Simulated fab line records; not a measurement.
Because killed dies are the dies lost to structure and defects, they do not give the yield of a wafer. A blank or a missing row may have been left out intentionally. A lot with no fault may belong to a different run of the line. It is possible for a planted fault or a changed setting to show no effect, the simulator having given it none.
Which tool is to blame? / flow nand_harc / 13 lots, 39 wafers sampled, at 5 steps of a route of 1302

## WHAT EACH GAUGE READ, for each wafer
NHARC_P_M0_THK_MEAS_24: measures by xrf. Usual: thk_nm 117.3 nm, standard deviation 1.6.
lot=L520; measured=day 6 05:58; on=film_metro-01; thk_nm (nm)=116.9 116.0 116.6; flag=
lot=L521; measured=day 6 20:37; on=film_metro-01; thk_nm (nm)=117.3 116.2 114.9; flag=
lot=L523; measured=day 7 07:43; on=film_metro-02; thk_nm (nm)=117.0 118.3 116.8; flag=
lot=L524; measured=day 7 20:52; on=film_metro-01; thk_nm (nm)=116.3 119.6 119.2; flag=
lot=L525; measured=day 8 07:15; on=film_metro-01; thk_nm (nm)=113.9 116.8 116.5; flag=
lot=L527; measured=day 9 06:26; on=film_metro-02; thk_nm (nm)=117.7 116.2 117.9; flag=
lot=L528; measured=day 9 07:17; on=film_metro-02; thk_nm (nm)=117.8 119.2 118.5; flag=
lot=L529; measured=day 9 20:51; on=film_metro-01; thk_nm (nm)=115.9 120.5 118.5; flag=
lot=L530; measured=day 10 05:49; on=film_metro-02; thk_nm (nm)=114.4 116.5 118.2; flag=
lot=L533; measured=day 11 12:04; on=film_metro-01; thk_nm (nm)=115.2 115.3 116.8; flag=
lot=L535; measured=day 12 06:37; on=film_metro-01; thk_nm (nm)=117.7 119.0 117.9; flag=
lot=L534; measured=day 12 12:08; on=film_metro-02; thk_nm (nm)=117.9 118.9 116.4; flag=
lot=L536; measured=day 12 18:39; on=film_metro-02; thk_nm (nm)=116.5 120.0 116.7; flag=

NHARC_P_M0_INSPECT_27. Usual: raw_defect_count 277, standard deviation 110.
lot=L520; measured=day 6 06:07; on=defect_inspect-02; raw_defect_count=378 190 301; flag=
lot=L521; measured=day 6 20:47; on=defect_inspect-02; raw_defect_count=323 338 283; flag=
lot=L523; measured=day 7 07:52; on=defect_inspect-01; raw_defect_count=267 323 214; flag=
lot=L524; measured=day 7 21:01; on=defect_inspect-02; raw_defect_count=232 251 212; flag=
lot=L525; measured=day 8 07:24; on=defect_inspect-01; raw_defect_count=366 212 334; flag=
lot=L527; measured=day 9 06:35; on=defect_inspect-01; raw_defect_count=273 203 334; flag=
lot=L528; measured=day 9 07:26; on=defect_inspect-01; raw_defect_count=304 193 188; flag=
lot=L529; measured=day 9 21:00; on=defect_inspect-02; raw_defect_count=210 291 231; flag=
lot=L530; measured=day 10 05:59; on=defect_inspect-01; raw_defect_count=331 412 344; flag=
lot=L533; measured=day 11 12:13; on=defect_inspect-01; raw_defect_count=213 172 355; flag=
lot=L535; measured=day 12 06:47; on=defect_inspect-02; raw_defect_count=655 441 427; flag=
lot=L534; measured=day 12 12:17; on=defect_inspect-01; raw_defect_count=140 166 184; flag=
lot=L536; measured=day 12 18:49; on=defect_inspect-01; raw_defect_count=248 305 190; flag=

NHARC_P_M1_CD_MEAS_09: the cd target is 130 nm. Usual: cd_nm 129.9 nm, standard deviation 0.45.
lot=L520; measured=day 6 07:23; on=cd_sem-02; cd_nm (nm)=129.6 130.2 129.7; flag=
lot=L521; measured=day 6 22:16; on=cd_sem-01; cd_nm (nm)=130.2 129.5 129.8; flag=
lot=L523; measured=day 7 09:16; on=cd_sem-02; cd_nm (nm)=130.3 129.7 129.9; flag=
lot=L524; measured=day 7 22:25; on=cd_sem-02; cd_nm (nm)=130.0 129.6 130.0; flag=
lot=L525; measured=day 8 08:40; on=cd_sem-03; cd_nm (nm)=129.8 130.0 130.0; flag=
lot=L527; measured=day 9 07:59; on=cd_sem-03; cd_nm (nm)=129.4 129.7 129.4; flag=
lot=L528; measured=day 9 08:50; on=cd_sem-01; cd_nm (nm)=130.1 129.3 129.9; flag=
lot=L529; measured=day 9 22:26; on=cd_sem-01; cd_nm (nm)=128.8 130.2 129.1; flag=
lot=L530; measured=day 10 07:16; on=cd_sem-01; cd_nm (nm)=129.3 129.5 129.5; flag=
lot=L533; measured=day 11 13:37; on=cd_sem-02; cd_nm (nm)=129.6 129.6 129.5; flag=
lot=L535; measured=day 12 08:02; on=cd_sem-03; cd_nm (nm)=158.1 158.8 157.8; flag=OFF
lot=L534; measured=day 12 13:41; on=cd_sem-03; cd_nm (nm)=130.1 129.9 130.5; flag=
lot=L536; measured=day 12 20:13; on=cd_sem-02; cd_nm (nm)=159.5 158.5 158.6; flag=OFF

## WHAT TOOL EACH LOT RAN ON (gives the tool, then ch and the chambers of the sampled wafers, and finally the start)
lot=L520; NHARC_P_M0_DEP_32=pecvd-02 ch 0,1, day 6 06:20; NHARC_P_M1_PEB_07=litho_track-01 ch 0, day 6 07:17
lot=L521; NHARC_P_M0_DEP_32=pecvd-03 ch 0,1, day 6 21:03; NHARC_P_M1_PEB_07=litho_track-06 ch 0, day 6 22:11
lot=L523; NHARC_P_M0_DEP_32=pecvd-03 ch 0,1,2, day 7 08:06; NHARC_P_M1_PEB_07=litho_track-01 ch 0, day 7 09:11
lot=L524; NHARC_P_M0_DEP_32=pecvd-02 ch 0,1, day 7 21:13; NHARC_P_M1_PEB_07=litho_track-04 ch 0, day 7 22:20
lot=L525; NHARC_P_M0_DEP_32=pecvd-02 ch 0,1,2, day 8 07:33; NHARC_P_M1_PEB_07=litho_track-01 ch 0, day 8 08:35
lot=L527; NHARC_P_M0_DEP_32=pecvd-02 ch 0,1,2, day 9 06:46; NHARC_P_M1_PEB_07=litho_track-04 ch 0, day 9 07:54
lot=L528; NHARC_P_M0_DEP_32=pecvd-02 ch 0,1, day 9 07:35; NHARC_P_M1_PEB_07=litho_track-06 ch 0, day 9 08:46
lot=L529; NHARC_P_M0_DEP_32=pecvd-01 ch 0,2, day 9 21:11; NHARC_P_M1_PEB_07=litho_track-04 ch 0, day 9 22:22
lot=L530; NHARC_P_M0_DEP_32=pecvd-03 ch 0,1, day 10 06:07; NHARC_P_M1_PEB_07=litho_track-01 ch 0, day 10 07:11
lot=L533; NHARC_P_M0_DEP_32=pecvd-01 ch 0,1,2, day 11 12:22; NHARC_P_M1_PEB_07=litho_track-01 ch 0, day 11 13:32
lot=L535; NHARC_P_M0_DEP_32=pecvd-03 ch 0,1, day 12 06:56; NHARC_P_M1_PEB_07=litho_track-01 ch 0, day 12 07:58
lot=L534; NHARC_P_M0_DEP_32=pecvd-02 ch 0,1,2, day 12 12:26; NHARC_P_M1_PEB_07=litho_track-06 ch 0, day 12 13:36
lot=L536; NHARC_P_M0_DEP_32=pecvd-02 ch 0,1,2, day 12 18:58; NHARC_P_M1_PEB_07=litho_track-01 ch 0, day 12 20:08
- NHARC_P_M0_DEP_32: deposits SiCN, target thk 30 nm.
- NHARC_P_M1_PEB_07: peb time 65 s.

## AS READ BY THE TOOLS THEMSELVES (means over the sampled wafers that have a number; for cases with no such wafer, the mark the record gives instead)
NHARC_P_M0_DEP_32. Usual: heater_power_outer_w 332 W, standard deviation 57; heater_power_w 595 W, standard deviation 95.
lot=L520; tool=pecvd-02; heater_power_outer_w (W)=348; heater_power_w (W)=631; flag=
lot=L521; tool=pecvd-03; heater_power_outer_w (W)=251; heater_power_w (W)=496; flag=
lot=L523; tool=pecvd-03; heater_power_outer_w (W)=318; heater_power_w (W)=610; flag=
lot=L524; tool=pecvd-02; heater_power_outer_w (W)=407; heater_power_w (W)=706; flag=
lot=L525; tool=pecvd-02; heater_power_outer_w (W)=318; heater_power_w (W)=570; flag=
lot=L527; tool=pecvd-02; heater_power_outer_w (W)=308; heater_power_w (W)=571; flag=
lot=L528; tool=pecvd-02; heater_power_outer_w (W)=359; heater_power_w (W)=660; flag=
lot=L529; tool=pecvd-01; heater_power_outer_w (W)=320; heater_power_w (W)=548; flag=
lot=L530; tool=pecvd-03; heater_power_outer_w (W)=297; heater_power_w (W)=570; flag=
lot=L533; tool=pecvd-01; heater_power_outer_w (W)=354; heater_power_w (W)=579; flag=
lot=L535; tool=pecvd-03; heater_power_outer_w (W)=254; heater_power_w (W)=515; flag=
lot=L534; tool=pecvd-02; heater_power_outer_w (W)=371; heater_power_w (W)=650; flag=
lot=L536; tool=pecvd-02; heater_power_outer_w (W)=346; heater_power_w (W)=610; flag=

NHARC_P_M1_PEB_07. Usual: heater_power_total_W 156.6 W, standard deviation 0.43; plate_temp_C 99.99 C, standard deviation 0.12; resist_line_temp_C 23.01 C, standard deviation 0.11.
lot=L520; tool=litho_track-01; heater_power_total_W (W)=156.5; plate_temp_C (C)=99.98; resist_line_temp_C (C)=23.15; flag=
lot=L521; tool=litho_track-06; heater_power_total_W (W)=156.4; plate_temp_C (C)=100.01; resist_line_temp_C (C)=22.99; flag=
lot=L523; tool=litho_track-01; heater_power_total_W (W)=156.4; plate_temp_C (C)=100.08; resist_line_temp_C (C)=22.95; flag=
lot=L524; tool=litho_track-04; heater_power_total_W (W)=156.8; plate_temp_C (C)=99.86; resist_line_temp_C (C)=23.07; flag=
lot=L525; tool=litho_track-01; heater_power_total_W (W)=156.8; plate_temp_C (C)=100.02; resist_line_temp_C (C)=22.94; flag=
lot=L527; tool=litho_track-04; heater_power_total_W (W)=157.0; plate_temp_C (C)=100.05; resist_line_temp_C (C)=22.78; flag=
lot=L528; tool=litho_track-06; heater_power_total_W (W)=156.7; plate_temp_C (C)=100.11; resist_line_temp_C (C)=22.95; flag=
lot=L529; tool=litho_track-04; heater_power_total_W (W)=157.0; plate_temp_C (C)=99.77; resist_line_temp_C (C)=23.00; flag=
lot=L530; tool=litho_track-01; heater_power_total_W (W)=156.3; plate_temp_C (C)=99.88; resist_line_temp_C (C)=22.93; flag=
lot=L533; tool=litho_track-01; heater_power_total_W (W)=156.3; plate_temp_C (C)=99.99; resist_line_temp_C (C)=23.12; flag=
lot=L535; tool=litho_track-01; heater_power_total_W (W)=178.6; plate_temp_C (C)=110.14; resist_line_temp_C (C)=23.09; flag=OFF
lot=L534; tool=litho_track-06; heater_power_total_W (W)=156.8; plate_temp_C (C)=99.90; resist_line_temp_C (C)=22.97; flag=
lot=L536; tool=litho_track-01; heater_power_total_W (W)=179.0; plate_temp_C (C)=110.21; resist_line_temp_C (C)=23.03; flag=OFF

## THE ANSWER, worked out from the rows above alone
Rule: lot off if the mean of its wafers having a number is beyond 3 standard deviations from the usual mean. A lot without any number at a reading at which 4 lots or more have one is off too. The other lots that the step has rows for count as sound. The gauges are gone through in route order, then the tools' own readings, and for those a lot's mean is taken as printed above. At the first step where some lot is off, the reading lying furthest off is the one used; lots without a number count as furthest.
Off: L535, L536 (NHARC_P_M1_CD_MEAS_09, cd_nm).
If a tool, at a process step before that reading, ran all the lots that are off and no sound lot after the first of them, it fits. Not tried: the gauges at NHARC_P_M1_CD_MEAS_09; whatever is off there is also off at NHARC_P_M1_PEB_07, on other tools, and gauge error can't account for it. One fits: NHARC_P_M1_PEB_07 on litho_track-01. A fault onset in the window from L533 (day 11 13:32, its last sound lot) to L535 (day 12 07:58, its first lot off) fits.
The tool's own readings at NHARC_P_M1_PEB_07 bear it out: on the lots that are off they differ by more than 5 times the standard deviation of the sound lots' means. heater_power_total_W reads 178.8 W there against 156.6 W on the sound lots; plate_temp_C reads 110.17 C there against 99.97 C on the sound lots.

## WHAT THE SIMULATOR PUT IN
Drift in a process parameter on litho_track-01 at NHARC_P_M1_PEB_07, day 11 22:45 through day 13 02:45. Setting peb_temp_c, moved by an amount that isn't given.
Lots struck among those shown: L535, L536. The rule given above showed the same thing.
